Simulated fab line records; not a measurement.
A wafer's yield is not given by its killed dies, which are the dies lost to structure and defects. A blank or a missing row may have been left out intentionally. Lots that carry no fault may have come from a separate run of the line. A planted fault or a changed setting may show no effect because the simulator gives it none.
Matching of chambers / flow n5Finfet / N5_BEOL_M14_ETCH_67 on rieDiel-05: 4 sister chambers
The step etches SiARC in CF4, target depth 143 nm, time 238.3 s. 22 wafers are shown with their chamber, then 11 later ones without.

== EACH WAFER AND ITS CHAMBER ==
wafer=L074.1; chamber=1; drypumpMotorCurrentA (A)=5.0; showerheadPlenumPTorr (Torr)=2.12; etchRfOnTimeS (s)=241
wafer=L074.2; chamber=3; drypumpMotorCurrentA (A)=6.1; showerheadPlenumPTorr (Torr)=2.19; etchRfOnTimeS (s)=241
wafer=L074.5; chamber=3; drypumpMotorCurrentA (A)=6.2; showerheadPlenumPTorr (Torr)=2.19; etchRfOnTimeS (s)=238
wafer=L076.1; chamber=2; drypumpMotorCurrentA (A)=5.9; showerheadPlenumPTorr (Torr)=2.28; etchRfOnTimeS (s)=227
wafer=L076.2; chamber=1; drypumpMotorCurrentA (A)=5.0; showerheadPlenumPTorr (Torr)=2.12; etchRfOnTimeS (s)=241
wafer=L076.4; chamber=2; drypumpMotorCurrentA (A)=6.0; showerheadPlenumPTorr (Torr)=2.28; etchRfOnTimeS (s)=227
wafer=L075.1; chamber=3; drypumpMotorCurrentA (A)=6.2; showerheadPlenumPTorr (Torr)=2.19; etchRfOnTimeS (s)=240
wafer=L075.2; chamber=1; drypumpMotorCurrentA (A)=5.0; showerheadPlenumPTorr (Torr)=2.12; etchRfOnTimeS (s)=243
wafer=L075.3; chamber=2; drypumpMotorCurrentA (A)=6.0; showerheadPlenumPTorr (Torr)=2.28; etchRfOnTimeS (s)=229
wafer=L077.2; chamber=1; drypumpMotorCurrentA (A)=5.0; showerheadPlenumPTorr (Torr)=2.12; etchRfOnTimeS (s)=242
wafer=L077.3; chamber=3; drypumpMotorCurrentA (A)=6.1; showerheadPlenumPTorr (Torr)=2.19; etchRfOnTimeS (s)=244
wafer=L077.5; chamber=1; drypumpMotorCurrentA (A)=5.0; showerheadPlenumPTorr (Torr)=2.12; etchRfOnTimeS (s)=243
wafer=L079.1; chamber=2; drypumpMotorCurrentA (A)=6.0; showerheadPlenumPTorr (Torr)=2.27; etchRfOnTimeS (s)=231
wafer=L079.4; chamber=2; drypumpMotorCurrentA (A)=5.9; showerheadPlenumPTorr (Torr)=2.27; etchRfOnTimeS (s)=229
wafer=L079.6; chamber=0; drypumpMotorCurrentA (A)=5.9; showerheadPlenumPTorr (Torr)=2.27; etchRfOnTimeS (s)=230
wafer=L084.1; chamber=0; drypumpMotorCurrentA (A)=5.9; showerheadPlenumPTorr (Torr)=2.26; etchRfOnTimeS (s)=231
wafer=L084.2; chamber=2; drypumpMotorCurrentA (A)=5.9; showerheadPlenumPTorr (Torr)=2.27; etchRfOnTimeS (s)=229
wafer=L084.6; chamber=2; drypumpMotorCurrentA (A)=6.0; showerheadPlenumPTorr (Torr)=2.27; etchRfOnTimeS (s)=232
wafer=L085.1; chamber=2; drypumpMotorCurrentA (A)=6.0; showerheadPlenumPTorr (Torr)=2.27; etchRfOnTimeS (s)=228
wafer=L085.5; chamber=3; drypumpMotorCurrentA (A)=6.1; showerheadPlenumPTorr (Torr)=2.18; etchRfOnTimeS (s)=241
wafer=L085.6; chamber=2; drypumpMotorCurrentA (A)=6.0; showerheadPlenumPTorr (Torr)=2.27; etchRfOnTimeS (s)=228
wafer=L087.1; chamber=1; drypumpMotorCurrentA (A)=5.0; showerheadPlenumPTorr (Torr)=2.11; etchRfOnTimeS (s)=245

SIGNATURES, as means of the wafers listed above
reading=drypumpMotorCurrentA; chamber 0=5.900; chamber 1=5.000; chamber 2=5.967; chamber 3=6.140; scatter within a chamber=0.0422
reading=showerheadPlenumPTorr; chamber 0=2.2650; chamber 1=2.1183; chamber 2=2.2733; chamber 3=2.1880; scatter within a chamber=0.00479
reading=etchRfOnTimeS; chamber 0=230.50; chamber 1=242.50; chamber 2=228.89; chamber 3=240.80; scatter within a chamber=1.73
Rule: a wafer's distance from a chamber is the root of the sum, over the readings, of the square of ((its reading less the chamber's mean) divided by the reading's scatter). The wafer belongs to the nearest chamber; if the next one is less than 2 further off, it can't be placed. How the scatter is found: for the shown wafers, subtract from each reading the mean of its chamber, square and add these, divide the total by (wafers less chambers), then take the root.

== WAFERS MISSING THEIR CHAMBER ==
wafer=L087.5; drypumpMotorCurrentA (A)=6.0; showerheadPlenumPTorr (Torr)=2.27; etchRfOnTimeS (s)=232
wafer=L087.6; drypumpMotorCurrentA (A)=5.0; showerheadPlenumPTorr (Torr)=2.11; etchRfOnTimeS (s)=248
wafer=L089.1; drypumpMotorCurrentA (A)=6.1; showerheadPlenumPTorr (Torr)=2.18; etchRfOnTimeS (s)=242
wafer=L089.3; drypumpMotorCurrentA (A)=5.9; showerheadPlenumPTorr (Torr)=2.27; etchRfOnTimeS (s)=228
wafer=L089.4; drypumpMotorCurrentA (A)=5.8; showerheadPlenumPTorr (Torr)=2.26; etchRfOnTimeS (s)=234
wafer=L092.2; drypumpMotorCurrentA (A)=5.9; showerheadPlenumPTorr (Torr)=2.26; etchRfOnTimeS (s)=231
wafer=L092.4; drypumpMotorCurrentA (A)=6.2; showerheadPlenumPTorr (Torr)=2.18; etchRfOnTimeS (s)=243
wafer=L092.6; drypumpMotorCurrentA (A)=5.8; showerheadPlenumPTorr (Torr)=2.26; etchRfOnTimeS (s)=233
wafer=L096.1; drypumpMotorCurrentA (A)=6.1; showerheadPlenumPTorr (Torr)=2.18; etchRfOnTimeS (s)=243
wafer=L096.4; drypumpMotorCurrentA (A)=5.0; showerheadPlenumPTorr (Torr)=2.10; etchRfOnTimeS (s)=241
wafer=L096.6; drypumpMotorCurrentA (A)=5.9; showerheadPlenumPTorr (Torr)=2.26; etchRfOnTimeS (s)=234

== WHICH CHAMBER EACH ONE RAN IN ==
wafer=L087.5; from the rows above=can't be placed: 2 or 0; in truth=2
wafer=L087.6; from the rows above=1; in truth=1
wafer=L089.1; from the rows above=3; in truth=3
wafer=L089.3; from the rows above=can't be placed: 0 or 2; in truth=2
wafer=L089.4; from the rows above=0; in truth=0
wafer=L092.2; from the rows above=0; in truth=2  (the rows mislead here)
wafer=L092.4; from the rows above=3; in truth=3
wafer=L092.6; from the rows above=0; in truth=0
wafer=L096.1; from the rows above=3; in truth=3
wafer=L096.4; from the rows above=1; in truth=1
wafer=L096.6; from the rows above=0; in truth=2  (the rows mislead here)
Correct placement for 7 of the 11. From these rows, 2 cannot be placed; in 2 the true chamber is one of the candidates. 2 placed wrongly.
